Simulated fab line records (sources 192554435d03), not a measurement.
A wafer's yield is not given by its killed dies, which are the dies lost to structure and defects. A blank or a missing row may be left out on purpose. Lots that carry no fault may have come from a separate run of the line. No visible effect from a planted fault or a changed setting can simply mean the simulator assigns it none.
Comparing a struck lot with a sound one / flow n5_finfet / 37 out of 1938 route steps
Sound: wafers L617.1, L617.2, L617.5. Struck: wafer L624.2. (L624.3 of the same lot was not struck and is left out.) The cause comes at the end.
Each step with rows lists, per side, the tool, then ch with its chambers, then its first start. Under that, the readings that differ: sound wafers / struck wafers / difference of the means / sigmas: that difference in standard deviations of wafers without a fault.
alike: same words and numbers on both sides, and readings whose means sit less than 2 such deviations apart. not compared: any withheld reading, any reading some wafer has no value for, any bound like >300 that may hide the same value, and any number with overlapping values for which the record gives no deviation.
Wherever a step has rows on one side only, a row that says differs or no value, or a row with sigmas, the two part there. When numbers do not overlap yet have no deviation, they are printed without sigmas and do not part them. A reading missing from all wafers of one side parts the sides only when that side holds two or more wafers.

first, 9 steps without rows for these wafers: N5_MOL_CONTACT_COAG_PRECLEAN_127 (cleans in DIW, time 57.5 s); N5_MOL_CONTACT_COAG_SRD_128 (dry time 32 s); N5_MOL_CONTACT_COAG_CMP_52 (polishes, stops on SiO2, t overpolish 1.5 s, target thk 66.5 nm); N5_MOL_CONTACT_COAG_ANNEAL_112 (time 1800 s); N5_BEOL_M0_SAQP_PECVD_00 (deposits SiCN from 3MS/NH3, target thk 8 nm, time 14 s); N5_BEOL_M0_SAQP_ILD_DEP_01 (deposits SiOC from DEMS/O2, target thk 45.419 nm, time 8.7 s); N5_BEOL_M0_SAQP_HM_DEP_02 (deposits TiN, target thk 12 nm); N5_BEOL_M0_SAQP_PECVD_03 (deposits SiCN from 3MS/NH3, target thk 12 nm, time 21.1 s); N5_BEOL_M0_SAQP_PECVD_96 (deposits a-Si from SiH4/He, target thk 45 nm, time 45.2 s).
N5_BEOL_M0_SAQP_PECVD_97: deposits SiNx from SiH4/NH3/N2, target thk 23 nm, time 19.9 s.
  sound on pecvd-03 ch 1,2, day 7 08:09; struck on pecvd-04 ch 2, day 9 04:47
reading=model.SiNx_of_BEOL_M0_SAQP_PECVD_97.thk_nm (nm); sound=23.2 23.4 23.8; struck=33.8; difference=+10.3; sigmas=
  alike: heater_power_w, showerhead_plenum_p_Torr, throttle_valve_pct
then, 24 steps without rows for these wafers: N5_BEOL_M0_SAQP_PECVD_04 (deposits a-Si from SiH4/He, target thk 60 nm, time 60.2 s); N5_BEOL_M0_SAQP_HM_DEP_111 (deposits SiO2 from SiH4/N2O, target thk 12 nm, time 7.2 s); N5_BEOL_M0_SAQP_COAT_81 (time 60 s, resist thk 100 nm); N5_BEOL_M0_SAQP_COAT_82 (time 60 s, resist thk 30 nm); N5_BEOL_M0_SAQP_COAT_08 (resist thk 90 nm); N5_BEOL_M0_SAQP_EBR_10; N5_BEOL_M0_SAQP_SOFTBAKE_09 (time 60 s); N5_BEOL_M0_SAQP_EXPOSE_11 (exposes mask M0 CORE, target cd 42 nm); N5_BEOL_M0_SAQP_PEB_12 (peb time 60 s); N5_BEOL_M0_SAQP_DEVELOP_13 (develop time 30 s); N5_BEOL_M0_SAQP_DESCUM_19 (chemistry O2, time 7.9 s); N5_BEOL_M0_SAQP_ETCH_83 (etches SiARC in CF4, target depth 39 nm, time 65 s); N5_BEOL_M0_SAQP_ETCH_84 (etches SOC in N2/H2, target depth 100 nm, overetch 20 nm, time 150 s); N5_BEOL_M0_SAQP_STRIP_80 (strips in N2/H2); N5_BEOL_M0_SAQP_HM_OPEN_112 (chemistry CHF3/O2, target SiO2, stops on a-Si, target depth 12 nm, time 13.5 s); N5_BEOL_M0_SAQP_STRIP_113 (strips in CHF3/O2); N5_BEOL_M0_SAQP_MANDREL_ETCH_20 (etches a-Si in HBr/Cl2, stops on SiNx, target depth 60 nm, bt time 10 s, time 30 s); N5_BEOL_M0_SAQP_STRIP_86 (strips in N2/H2); N5_BEOL_M0_SAQP_STRIP_115 (strips in post etch residue remover, time 60 s); N5_BEOL_M0_SAQP_SRD_93 (time 30 s); N5_BEOL_M0_SAQP_RECESS_114 (chemistry HF/NH3, target SiO2, target depth 14.4 nm, afs cycles 3, sublimation time 60 s); N5_BEOL_M0_SAQP_SPACER1_ALD_98 (deposits SiO2, target thk 12.8 nm, pulse time 1 s, purge time 2 s); N5_BEOL_M0_SAQP_SPACER1_ETCHBACK_99 (etches SiO2 in CHF3/O2, target depth 15.4 nm, time 7.7 s); N5_BEOL_M0_SAQP_MANDREL1_REMOVE_100 (chemistry HBr/Cl2/O2, target a-Si, stops on SiNx, bt time 10 s).
N5_BEOL_M0_SAQP_ETCH_106: etches SOC in N2/H2, stops on SiNx, target depth 150 nm.
  sound on rie_diel-03 ch 0,3, day 7 11:10; struck on rie_diel-01 ch 1, day 9 07:53
reading=model.SiNx_of_BEOL_M0_SAQP_PECVD_97.thk_nm (nm); sound=15.4 15.8 16.2; struck=26; difference=+10; sigmas=
  alike: drypump_motor_current_A, oes_product_au, rf_vpp_V, showerhead_plenum_p_Torr, throttle_valve_pct
  not compared: rf_hours_counter_h
N5_BEOL_M4_RC_MEAS_101:
  the record has rows for the sound wafers here (prober-02 ch 0, day 9 13:15) and none for the struck ones
-- a jump in the record: the struck wafers' starts before and after are 7 days apart (it breaks off in module BEOL_M4 and resumes in module PASSIVATION, where the first step shown is number 1936 of the route) --
N5_PASSIVATION_PROBE_49:
  rows exist in the record for the struck wafers here (prober-01, day 16 00:09), but not for the sound ones

== WHERE THEY PART ==
First at N5_BEOL_M4_RC_MEAS_101; last, within this record, at N5_PASSIVATION_PROBE_49.

WHY: the cause the simulator had injected
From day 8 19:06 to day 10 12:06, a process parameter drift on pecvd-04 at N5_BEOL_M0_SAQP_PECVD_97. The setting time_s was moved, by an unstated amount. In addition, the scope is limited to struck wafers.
